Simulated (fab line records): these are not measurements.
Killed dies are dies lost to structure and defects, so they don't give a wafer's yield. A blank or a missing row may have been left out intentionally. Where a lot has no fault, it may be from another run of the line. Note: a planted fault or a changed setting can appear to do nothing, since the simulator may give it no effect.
fab line records | flow nand_harc
[record] lots = 6 wafers = 18 last_day = 33
route steps=1302 shown P_GATE@115 END@1302
lots that met no fault: from a run of the same line without faults
start_h: hours from the record's first day to the start of the lot's first wafer shown | wait_h: hours elapsed since this lot's preceding step | " repeats the value in the row above | L1.1+2: a row that stands for several wafers | - value missing, or start not given | * or withheld: withheld | < > ~ a bound
route shown NAME@n: a module of which the file shows steps, and the number in the route of the first | usual: mean/standard deviation taken from wafers without a fault | same: alike in all rows | chamber/n: place in a boat | sites: readings site by site | _std_site: standard deviation of those values | _edge_site: outer sites' mean less inner sites' | radius_mm: for every site, how far away it sits from the centre of the wafer | mask NAME#n: copy n | behind: the most recent tool/chamber to have shaped the wafer | hold: why the lot went on hold/how many hours it stayed there/how the hold came to an end | device: which transistor (n, p or np) failed to switch | end of line: tests of these same wafers at the route's end | a step given without rows: its recipe and nothing more | killed: at the first sort, the dies lost to defects and structure; wafer yield is something else | map: a wafer's dies, marking killed ones x, the rest . and places with no die _
set.NAME: setting as actually run; set.NAME@STEP: the setting as run at that earlier step | model.NAME: the simulator's own value behind a step, which no gauge read
lots at selected steps of the route; one table per step, one row per wafer
services: from which hour (start_h, from the record's first day; less than 0 if before it) a tool's chamber was out of use, for how many hours, and why
[[steps]]
[step NHARC_P_GATE_HMDS_04]
[recipe] time_s = 30
[step NHARC_P_GATE_COAT_05]
[recipe] spin_rpm = 4690
[step NHARC_P_GATE_SOFTBAKE_06]
[recipe] temp_c = 122 time_s = 95
[step NHARC_P_GATE_EBR_07]
[step NHARC_P_GATE_EXPOSE_08]
[recipe] na = 0.6 dose_mj = 16.75 mask_id = P_HV
[step NHARC_P_GATE_PEB_09]
[recipe] peb_temp_c = 118 peb_time_s = 85
[step NHARC_P_GATE_DEVELOP_10]
[recipe] time_s = 70
[step NHARC_P_GATE_CD_MEAS_11]
[recipe] target_cd_nm = 1640 landing_energy_ev = 500
[usual] cd_nm = 1639.2/2.6
// columns lot.wafer tool chamber start_h wait_h cd_nm
L937.2 cd_sem-01 0 106.98 - 1637.8
L937.4 " 0 " " 1640.9
L937.5 " 0 " " 1636.3
L946.3 cd_sem-02 0 204.83 - 1636.2
L946.4 " 0 " " 1639.6
L946.5 " 0 " " 1638.4
L949.1 cd_sem-03 0 232.18 - 1637.5
L949.3 " 0 " " 1637.3
L949.6 " 0 " " 1639.7
L950.2 cd_sem-02 0 246.03 - 1636.6
L950.3 " 0 " " 1639.4
L950.4 " 0 " " 1638.7
L956.2 cd_sem-03 0 298.73 - 1640.6
L956.3 " 0 " " 1640.1
L956.6 " 0 " " 1639.5
L957.4 cd_sem-02 0 308.09 - 1640.0
L957.5 " 0 " " 1639.6
L957.6 " 0 " " 1638.5
[step NHARC_P_GATE_HARDBAKE_12]
[recipe] temp_c = 125 time_s = 80
[step NHARC_P_GATE_DESCUM_13]
[recipe] time_s = 3 o2_flow_sccm = 200 ar_flow_sccm = 0 bias_power_w = 0 chemistry = O2
[usual] drypump_motor_current_A = 5.7/0.51 oes_product_au = 0.998/0.0098 rf_vpp_V = 57.9/0.88 showerhead_plenum_p_Torr = 1.94/0.085 throttle_valve_pct = 11.312/0.0087
[same] time_s = 3
// columns lot.wafer tool chamber start_h wait_h drypump_motor_current_A oes_product_au rf_hours_counter_h rf_vpp_V showerhead_plenum_p_Torr throttle_valve_pct
L937.2 rie_diel-10 1 107.15 - 5.9 1.002 1 56.9 1.82 11.323
L937.4 " 2 " " 5.7 0.993 1 57.2 1.96 11.305
L937.5 " 1 " " 5.8 1.002 - 56.5 1.82 11.315
L946.4 rie_diel-03 0 205.00 - 4.9 0.995 5 58.4 2.05 11.306
L946.3 " 1 " " 6.3 0.989 6 58.4 1.91 11.306
L946.5 " 3 " " 4.8 0.997 - 58.0 2.02 11.319
L949.1 rie_diel-06 2 232.35 - 6.1 1.014 6 57.6 1.80 11.319
L949.3 " 0 " " 5.3 0.991 6 57.5 1.88 11.317
L949.6 " 1 " " 6.3 1.000 - 57.6 1.97 11.310
L950.2 rie_diel-06 1 246.18 - 6.2 0.989 7 57.6 1.97 11.310
L950.3 " 2 " " 6.1 1.023 7 57.7 1.80 11.317
L950.4 " 3 " " 5.8 0.999 7 57.4 1.85 11.322
L956.2 rie_diel-03 2 298.88 - 4.8 0.998 1 57.5 2.02 11.318
L956.3 " 3 " " 4.8 0.996 1 58.3 2.02 11.301
L956.6 " 2 " " 4.8 0.995 - 59.8 2.02 11.314
L957.4 rie_diel-03 1 308.25 - 6.3 0.984 2 57.9 1.91 11.317
L957.6 " 1 " " 6.3 0.983 - 58.0 1.91 11.302
L957.5 " 2 " " 4.8 0.990 - 57.7 2.02 11.315
[step NHARC_P_GATE_ETCH_14]
[recipe] target_depth_a = 488 chemistry = dHF material = SiO2
[step NHARC_P_GATE_STRIP_15]
[recipe] time_s = 780 temp_c = 130 chemistry = SPM
[step NHARC_P_GATE_PRECLEAN_71]
[recipe] time_s = * temp_c = 50 bath_age_min = 0 chemistry = SC1
[usual] run_length_s = *
// columns lot.wafer tool chamber start_h wait_h run_length_s
L937.4 wet_bench-06 2 107.37 - *
L937.2 " 3 " " *
L937.5 " 4 " " *
L946.5 wet_bench-09 4 205.21 - *
L946.3 " 6 " " *
L946.4 " 0 " " *
L949.6 wet_bench-09 6 232.56 - *
L949.1 " 0 " " *
L949.3 " 2 " " *
L950.2 wet_bench-09 2 246.41 - *
L950.4 " 4 " " *
L950.3 " 5 " " *
L956.2 wet_bench-09 6 299.11 - *
L956.6 " 0 " " *
L956.3 " 1 " " *
L957.5 wet_bench-04 4 308.47 - *
L957.6 " 7 " " *
L957.4 " 1 " " *
[step NHARC_P_GATE_SRD_72]
[step NHARC_END_SORT_01]
[recipe] temp_c = 25
[usual] killed_at_array = 57/18 killed_at_other = 0.9/1.3 killed_at_periphery = 3.5/2.2 killed_dies = 62/18 killed_open = 3.0/1.7 killed_short = 2.3/1.5
[same] gross_dies = 677
// columns lot.wafer tool chamber start_h wait_h killed_at_array killed_at_other killed_at_periphery killed_dies killed_open killed_short
L937.2 prober-02 0 602.56 2.8 56 2 5 63 5 3
L937.4 prober-02 0 604.15 3.4 47 2 3 52 2 2
L937.5 prober-02 0 604.95 3.7 50 3 2 55 2 2
// killed by level:class
L937.2 A_CHANNEL_HOLE_D2:chamber_film_flake=38 A_CONTACT:chamber_film_flake=4 A_STAIRCASE:chamber_film_flake=3 A_SLIT:chamber_film_flake=2 THIN_TSV:chamber_film_flake=2 P_CONTACT:geometric_particle:open=1 P_M0:geometric_particle:short=1 P_M0:geometric_particle:open=1
L937.4 A_CHANNEL_HOLE_D2:chamber_film_flake=30 A_CHANNEL_HOLE_D1:chamber_film_flake=3 A_DECK1_JOINT:chamber_film_flake=3 A_SLIT:chamber_film_flake=3 P_GATE:chamber_film_flake=2 A_STAIRCASE:chamber_film_flake=2 THIN_TSV:chamber_film_flake=2 A_SOURCE_PLATE:geometric_particle:open=1
L937.5 A_CHANNEL_HOLE_D2:chamber_film_flake=33 A_CONTACT:chamber_film_flake=6 A_SLIT:chamber_film_flake=5 THIN_TSV:chamber_film_flake=3 A_STAIRCASE:chamber_film_flake=2 P_M1:geometric_particle:open=1 A_ONON_D2:geometric_particle:short=1 A_CHANNEL_FILL_D2:geometric_particle:short=1
[[services]]
// columns tool chamber start_h hours kind
wet_bench-06 - 87.08 1.1 repair
rie_diel-03 - 104.30 9.0 pm
rie_diel-06 - 130.30 9.0 pm
rie_diel-06 3 150.47 8.0 repair
rie_diel-03 0 155.35 6.5 repair
rie_diel-10 3 165.15 3.4 repair
rie_diel-10 2 168.18 3.9 repair
wet_bench-06 - 183.78 1.6 repair
wet_bench-09 - 184.39 8.0 pm
wet_bench-09 0 192.39 - consumable_replace:bath
wet_bench-09 0 192.39 - consumable_replace:filter
wet_bench-09 1 192.39 - consumable_replace:bath
wet_bench-09 1 192.39 - consumable_replace:filter
wet_bench-09 2 192.39 - consumable_replace:bath
wet_bench-06 - 193.60 8.0 pm
rie_diel-03 3 200.64 1.8 repair
wet_bench-04 - 227.20 8.0 pm
rie_diel-06 2 239.09 4.6 repair
rie_diel-10 - 242.59 9.0 pm
rie_diel-06 0 261.23 5.7 repair
wet_bench-04 - 268.89 10.6 repair
rie_diel-03 - 281.30 9.0 pm
rie_diel-06 3 305.65 15.0 repair
rie_diel-06 - 307.30 9.0 pm
[[key]]
[first_sign] step = NHARC_P_GATE_PRECLEAN_71 reading = run_length_s direction = down sigmas = 99+ usual = * struck = *
effect none on later readings
met_at NHARC_P_GATE_PRECLEAN_71
struck_wafers L949.1,L949.3,L949.6,L950.2,L950.3,L950.4
tester_left_out L949,L950
onset_between 205.21 232.56
[fault] kind = process_parameter_drift tool = wet_bench-09 chamber = - onset_h = 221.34 steps = NHARC_P_GATE_PRECLEAN_71 channel = time_s offset = * shape = step end_h = 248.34 acts_in = * stated = *
// tester_left_out: of these lots the tester's yield and bins aren't shown, on N5 and GAA mostly nor the transistor test; their killed dies are dies lost to structure and defects alone, not to doping, threshold or leakage, so they don't give the yield
